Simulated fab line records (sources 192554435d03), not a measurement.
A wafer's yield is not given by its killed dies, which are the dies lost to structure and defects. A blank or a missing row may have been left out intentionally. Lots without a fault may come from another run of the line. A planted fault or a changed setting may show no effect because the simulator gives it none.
Which tool was responsible? + flow n5 finfet + Sampling: 10 lots, 30 wafers, 5 of 1938 route steps

WHAT THE GAUGES SHOWED, per wafer
N5_BEOL_M4_RC_MEAS_101. Usual: DIBL_N 36.1 mV/V, standard deviation 2.3; DIBL_P 36 mV/V, standard deviation 3.2; IOFF_N 0.16 nA/um, standard deviation 0.045; IOFF_P 0.21 nA/um, standard deviation 0.049; ION_N 674 uA/um, standard deviation 14; ION_P 462 uA/um, standard deviation 8.4; SS_N 71.6 mV/dec, standard deviation 0.83; SS_P 73.2 mV/dec, standard deviation 0.87; VT_N 249 mV, standard deviation 3.8; VT_P -250 mV, standard deviation 3.4.
| lot  | measured     | on        | DIBL_N (mV/V)  | DIBL_P (mV/V) | IOFF_N (nA/um) | IOFF_P (nA/um) | ION_N (uA/um) | ION_P (uA/um) | SS_N (mV/dec)  | SS_P (mV/dec)  | VT_N (mV)   | VT_P (mV)      | flag |
|------|--------------|-----------|----------------|---------------|----------------|----------------|---------------|---------------|----------------|----------------|-------------|----------------|------|
| L259 | day 12 16:52 | prober-02 | 35.8 34.3 34.7 | 36 34 35      | 0.15 0.13 0.14 | 0.20 0.17 0.19 | 674 669 677   | 458 461 460   | 71.7 71.1 70.5 | 72.9 72.6 72.1 | 249 249 249 | -251 -252 -251 |      |
| L263 | day 12 22:52 | prober-02 | 34.9 36.0 34.8 | 34 36 33      | 0.12 0.14 0.12 | 0.15 0.19 0.15 | 652 668 645   | 444 456 439   | 70.7 71.9 70.9 | 71.9 73.5 72.9 | 253 251 254 | -255 -255 -257 |      |
| L262 | day 13 23:03 | prober-02 | 37.8 42.2 36.9 | 38 44 37      | 0.18 0.31 0.17 | 0.23 0.34 0.22 | 684 692 694   | 470 471 468   | 72.6 73.7 71.5 | 73.9 76.2 73.5 | 251 243 246 | -250 -247 -250 |      |
| L266 | day 14 05:34 | prober-02 | 35.8 35.1 37.7 | 34 34 37      | 0.12 0.13 0.16 | 0.21 0.20 0.25 | 652 662 675   | 457 464 465   | 71.0 71.3 71.9 | 73.4 71.6 73.4 | 254 251 251 | -251 -249 -247 |      |
| L273 | day 15 19:40 | prober-02 | 36.0 34.3 38.8 | 35 33 39      | 0.16 0.15 0.24 | 0.22 0.20 0.29 | 669 670 688   | 460 459 464   | 71.3 71.2 72.0 | 72.8 72.3 73.4 | 248 248 243 | -247 -248 -247 |      |
| L274 | day 17 04:29 | prober-01 | 35.1 36.6 35.3 | 37 38 37      | 0.15 0.19 0.15 | 0.23 0.23 0.21 | 659 682 665   | 460 457 454   | 71.3 72.4 71.9 | 73.8 73.2 73.4 | 250 248 252 | -250 -250 -250 |      |
| L275 | day 15 22:50 | prober-02 | 37.6 39.2 36.5 | 38 41 37      | 0.17 0.21 0.15 | 0.20 0.28 0.20 | 673 674 675   | 458 466 462   | 71.3 72.2 71.2 | 73.8 75.1 73.9 | 248 249 248 | -252 -249 -254 |      |
| L277 | day 16 04:26 | prober-02 | 39.9 36.0 35.4 | 39 34 33      | 0.22 0.14 0.13 | 0.24 0.17 0.17 | 707 661 670   | 474 450 460   | 72.3 70.8 70.4 | 74.2 73.0 72.0 | 244 250 251 | -250 -252 -248 |      |
| L276 | day 17 04:50 | prober-02 | 40.9 40.3 39.2 | 44 43 41      | 0.28 0.30 0.26 | 0.38 0.36 0.31 | 686 695 685   | 469 472 464   | 73.0 72.4 72.8 | 75.4 74.8 75.0 | 241 239 243 | -241 -240 -243 |      |
| L278 | day 17 10:15 | prober-01 | 37.5 40.1 37.4 | 39 42 38      | 0.20 0.24 0.19 | 0.25 0.29 0.24 | 683 679 681   | 463 461 466   | 72.7 72.7 72.0 | 73.3 74.2 73.7 | 246 246 247 | -248 -248 -247 |      |

WHAT TOOL EACH LOT RAN ON (gives the tool, then ch and the chambers of the sampled wafers, and finally the start)
| lot  | N5_BEOL_M0_SPUTTER_132       | N5_BEOL_M0_ANNEAL_133        | N5_BEOL_M0_ANNEAL_135        | N5_BEOL_M0_CMP_120            |
|------|------------------------------|------------------------------|------------------------------|-------------------------------|
| L259 | pvd sputter-02, day 6 23:09  | pvd sputter-02, day 6 23:14  | pvd sputter-02, day 6 23:21  | cmp-02 ch 0,1,2, day 7 00:01  |
| L263 | pvd sputter-02, day 7 17:55  | pvd sputter-02, day 7 17:59  | pvd sputter-02, day 7 18:07  | cmp-04 ch 0,1,2, day 7 18:46  |
| L262 | pvd sputter-01, day 7 21:28  | pvd sputter-01, day 7 21:33  | pvd sputter-01, day 7 21:40  | cmp-01 ch 0,1,3, day 7 22:31  |
| L266 | pvd sputter-03, day 8 21:34  | pvd sputter-03, day 8 21:38  | pvd sputter-03, day 8 21:46  | cmp-01 ch 0,1,3, day 8 22:44  |
| L273 | pvd sputter-02, day 10 12:20 | pvd sputter-02, day 10 12:25 | pvd sputter-02, day 10 12:32 | cmp-04 ch 1,2, day 10 13:16   |
| L274 | pvd sputter-03, day 10 14:32 | pvd sputter-03, day 10 14:37 | pvd sputter-03, day 10 14:44 | cmp-04 ch 0,1, day 10 15:27   |
| L275 | pvd sputter-01, day 11 01:19 | pvd sputter-01, day 11 01:24 | pvd sputter-01, day 11 01:31 | cmp-04 ch 0,2,3, day 11 02:03 |
| L277 | pvd sputter-03, day 11 08:19 | pvd sputter-03, day 11 08:23 | pvd sputter-03, day 11 08:31 | cmp-04 ch 0,2, day 11 09:02   |
| L276 | pvd sputter-02, day 11 15:00 | pvd sputter-02, day 11 15:05 | pvd sputter-02, day 11 15:12 | cmp-02 ch 2,3, day 11 15:47   |
| L278 | pvd sputter-03, day 11 16:19 | pvd sputter-03, day 11 16:24 | pvd sputter-03, day 11 16:31 | cmp-02 ch 2,3, day 11 17:22   |
- N5_BEOL_M0_SPUTTER_132: material Cu, target thk 4 nm, time 7.37 s.
- N5_BEOL_M0_ANNEAL_133: time 60 s.
- N5_BEOL_M0_ANNEAL_135: time 60 s.
- N5_BEOL_M0_CMP_120: polishes, stops on SiOC, t overpolish 6.9 s.

AS READ BY THE TOOLS THEMSELVES (means over the sampled wafers that have a number; for cases with no such wafer, the mark the record gives instead)
N5_BEOL_M0_SPUTTER_132. Usual: throttle valve pct reads 30.0 % (standard deviation 0.7).
| lot  | tool           | throttle valve pct (%) | flag |
|------|----------------|------------------------|------|
| L259 | pvd sputter-02 | 29.8                   |      |
| L263 | pvd sputter-02 | 29.6                   |      |
| L262 | pvd sputter-01 | 29.4                   |      |
| L266 | pvd sputter-03 | 29.5                   |      |
| L273 | pvd sputter-02 | 29.8                   |      |
| L274 | pvd sputter-03 | 29.8                   |      |
| L275 | pvd sputter-01 | 29.6                   |      |
| L277 | pvd sputter-03 | 30.1                   |      |
| L276 | pvd sputter-02 | 29.8                   |      |
| L278 | pvd sputter-03 | 30.7                   |      |

N5_BEOL_M0_ANNEAL_133. Usual: heater power w 780 W, standard deviation 69; susceptor temp C 399.99 C, standard deviation 0.23.
| lot  | tool           | heater power w (W) | susceptor temp C (C) | flag |
|------|----------------|--------------------|----------------------|------|
| L259 | pvd sputter-02 | 763                | 400.03               |      |
| L263 | pvd sputter-02 | 727                | 399.87               |      |
| L262 | pvd sputter-01 | 837                | 400.19               |      |
| L266 | pvd sputter-03 | 760                | 400.05               |      |
| L273 | pvd sputter-02 | 759                | 400.02               |      |
| L274 | pvd sputter-03 | 737                | 399.96               |      |
| L275 | pvd sputter-01 | 845                | 400.00               |      |
| L277 | pvd sputter-03 | 762                | 400.07               |      |
| L276 | pvd sputter-02 | 757                | 399.87               |      |
| L278 | pvd sputter-03 | 780                | 399.98               |      |

N5_BEOL_M0_ANNEAL_135. Usual: heater power w 778 W, standard deviation 68; susceptor temp C 400.02 C, standard deviation 0.23.
| lot  | tool           | heater power w (W) | susceptor temp C (C) | flag |
|------|----------------|--------------------|----------------------|------|
| L259 | pvd sputter-02 | 751                | 399.89               |      |
| L263 | pvd sputter-02 | 723                | 400.12               |      |
| L262 | pvd sputter-01 | 829                | 399.94               |      |
| L266 | pvd sputter-03 | 741                | 399.84               |      |
| L273 | pvd sputter-02 | -                  | -                    | OFF  |
| L274 | pvd sputter-03 | -                  | -                    | OFF  |
| L275 | pvd sputter-01 | 852                | 399.86               |      |
| L277 | pvd sputter-03 | 762                | 399.95               |      |
| L276 | pvd sputter-02 | 749                | 399.95               |      |
| L278 | pvd sputter-03 | 791                | 399.83               |      |

N5_BEOL_M0_CMP_120. Usual: barrier field endpoint s 3.56 s, standard deviation 0.14; motor current A 6.1 A, standard deviation 0.5; overpolish run s 6.900 s, standard deviation 0.0087; platen rpm 50.00 rpm, standard deviation 0.035; time to endpoint s 62 s, standard deviation 4.
| lot  | tool   | barrier field endpoint s (s) | motor current A (A) | overpolish run s (s) | platen rpm (rpm) | time to endpoint s (s) | flag |
|------|--------|------------------------------|---------------------|----------------------|------------------|------------------------|------|
| L259 | cmp-02 | 3.70                         | 6.1                 | 6.911                | 49.99            | 67                     |      |
| L263 | cmp-04 | 3.72                         | 6.0                 | 6.893                | 50.00            | 61                     |      |
| L262 | cmp-01 | 3.54                         | 6.1                 | 6.900                | 50.02            | 61                     |      |
| L266 | cmp-01 | 3.47                         | 5.9                 | 6.894                | 50.00            | 60                     |      |
| L273 | cmp-04 | 3.59                         | 5.9                 | 6.903                | 49.99            | 64                     |      |
| L274 | cmp-04 | 3.33                         | 5.8                 | 6.912                | 50.02            | 61                     |      |
| L275 | cmp-04 | 3.40                         | 6.3                 | 6.903                | 50.01            | 58                     |      |
| L277 | cmp-04 | 3.49                         | 5.8                 | 6.897                | 49.97            | 62                     |      |
| L276 | cmp-02 | 3.52                         | 6.3                 | 6.896                | 50.02            | 59                     |      |
| L278 | cmp-02 | 3.65                         | 6.4                 | 6.902                | 49.99            | 60                     |      |

THE ANSWER, worked out from the rows above alone
Rule: a lot is off if the mean of its wafers that have a number lies more than 3 standard deviations from the usual mean. Also off: a lot with no number at a reading for which 4 or more lots have one. The other lots that the step has rows for count as sound. After the gauges, taken in route order, come the tools' own readings; for these a lot's mean is taken, as printed above. At the first step where some lot is off, the reading lying furthest off is the one used; lots without a number count as furthest.
Off: L273, L274, at N5_BEOL_M0_ANNEAL_135 (heater power w). Without a number there: L273, L274.
If a tool, at that step or one of the process steps before it, ran each lot that is off and ran no sound lot following the first of them, it fits. Of those tried, none fits.

WHAT HAD BEEN PUT IN BY THE SIMULATOR
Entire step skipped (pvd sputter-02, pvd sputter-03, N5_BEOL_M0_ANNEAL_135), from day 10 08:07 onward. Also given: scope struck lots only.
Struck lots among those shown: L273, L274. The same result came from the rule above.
